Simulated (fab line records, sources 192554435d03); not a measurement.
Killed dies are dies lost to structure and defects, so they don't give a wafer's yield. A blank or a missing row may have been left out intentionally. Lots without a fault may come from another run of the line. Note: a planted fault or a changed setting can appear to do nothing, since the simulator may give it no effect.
Matching of chambers || flow n5Finfet || N5_DUMMY_GATE_ALD_02 on aldSin-01: 4 sister chambers
The step deposits SiO2, target thk 2 nm, pulse time 1 s. 14 wafers are shown with their chamber, then 7 later ones without.

## EACH WAFER AND ITS CHAMBER
{"wafer": "L075.1", "chamber": 3, "heaterPowerW (W)": 470, "heaterPowerOuterW (W)": 246, "precursorPulseHeightRel": 0.997}
{"wafer": "L075.2", "chamber": 1, "heaterPowerW (W)": 461, "heaterPowerOuterW (W)": 283, "precursorPulseHeightRel": 1.033}
{"wafer": "L075.5", "chamber": 1, "heaterPowerW (W)": 452, "heaterPowerOuterW (W)": 278, "precursorPulseHeightRel": 0.970}
{"wafer": "L076.3", "chamber": 1, "heaterPowerW (W)": 466, "heaterPowerOuterW (W)": 275, "precursorPulseHeightRel": 0.982}
{"wafer": "L076.5", "chamber": 3, "heaterPowerW (W)": 470, "heaterPowerOuterW (W)": 239, "precursorPulseHeightRel": 1.026}
{"wafer": "L076.6", "chamber": 0, "heaterPowerW (W)": 613, "heaterPowerOuterW (W)": 319, "precursorPulseHeightRel": 0.997}
{"wafer": "L079.2", "chamber": 2, "heaterPowerW (W)": 426, "heaterPowerOuterW (W)": 241, "precursorPulseHeightRel": 0.996}
{"wafer": "L079.3", "chamber": 3, "heaterPowerW (W)": 471, "heaterPowerOuterW (W)": 244, "precursorPulseHeightRel": 1.031}
{"wafer": "L079.6", "chamber": 3, "heaterPowerW (W)": 479, "heaterPowerOuterW (W)": 246, "precursorPulseHeightRel": 1.024}
{"wafer": "L083.2", "chamber": 0, "heaterPowerW (W)": 640, "heaterPowerOuterW (W)": 330, "precursorPulseHeightRel": 1.028}
{"wafer": "L083.5", "chamber": 0, "heaterPowerW (W)": 619, "heaterPowerOuterW (W)": 332, "precursorPulseHeightRel": 1.033}
{"wafer": "L083.6", "chamber": 3, "heaterPowerW (W)": 479, "heaterPowerOuterW (W)": 248, "precursorPulseHeightRel": 1.028}
{"wafer": "L084.2", "chamber": 1, "heaterPowerW (W)": 463, "heaterPowerOuterW (W)": 274, "precursorPulseHeightRel": 1.027}
{"wafer": "L084.3", "chamber": 3, "heaterPowerW (W)": 478, "heaterPowerOuterW (W)": 249, "precursorPulseHeightRel": 0.974}

SIGNATURES, as means of the wafers listed above
{"reading": "heaterPowerW", "chamber 0": 624.00, "chamber 1": 460.50, "chamber 2": 426.00, "chamber 3": 474.50, "scatter within a chamber": 7.85}
{"reading": "heaterPowerOuterW", "chamber 0": 327.00, "chamber 1": 277.50, "chamber 2": 241.00, "chamber 3": 245.33, "scatter within a chamber": 4.59}
{"reading": "precursorPulseHeightRel", "chamber 0": 1.01933, "chamber 1": 1.00300, "chamber 2": 0.99600, "chamber 3": 1.01333, "scatter within a chamber": 0.0253}
Rule: for each reading, subtract the chamber's mean from the wafer's reading, divide by that reading's scatter and square the result; add these up over the readings and take the root, which gives the wafer's distance from the chamber. The wafer belongs to the nearest chamber; if the next one is less than 2 further off, it can't be placed. The scatter: the root of (the sum of the squares of (reading less its chamber's mean) over the shown wafers, divided by (wafers less chambers)).

## WAFERS WITH NO CHAMBER GIVEN
{"wafer": "L084.4", "heaterPowerW (W)": 604, "heaterPowerOuterW (W)": 324, "precursorPulseHeightRel": 1.004}
{"wafer": "L087.1", "heaterPowerW (W)": 426, "heaterPowerOuterW (W)": 240, "precursorPulseHeightRel": 1.037}
{"wafer": "L087.2", "heaterPowerW (W)": 469, "heaterPowerOuterW (W)": 247, "precursorPulseHeightRel": 0.965}
{"wafer": "L087.4", "heaterPowerW (W)": 469, "heaterPowerOuterW (W)": 275, "precursorPulseHeightRel": 0.980}
{"wafer": "L096.2", "heaterPowerW (W)": 465, "heaterPowerOuterW (W)": 277, "precursorPulseHeightRel": 1.004}
{"wafer": "L096.4", "heaterPowerW (W)": 620, "heaterPowerOuterW (W)": 322, "precursorPulseHeightRel": 1.057}
{"wafer": "L096.6", "heaterPowerW (W)": 477, "heaterPowerOuterW (W)": 246, "precursorPulseHeightRel": 1.035}

## EACH ONE'S CHAMBER
{"wafer": "L084.4", "from the rows above": 0, "in truth": 0}
{"wafer": "L087.1", "from the rows above": 2, "in truth": 2}
{"wafer": "L087.2", "from the rows above": 3, "in truth": 3}
{"wafer": "L087.4", "from the rows above": 1, "in truth": 1}
{"wafer": "L096.2", "from the rows above": 1, "in truth": 1}
{"wafer": "L096.4", "from the rows above": 0, "in truth": 0}
{"wafer": "L096.6", "from the rows above": 3, "in truth": 3}
Correct placement for 7 of the 7. From these rows, 0 cannot be placed. Number placed wrongly: 0.
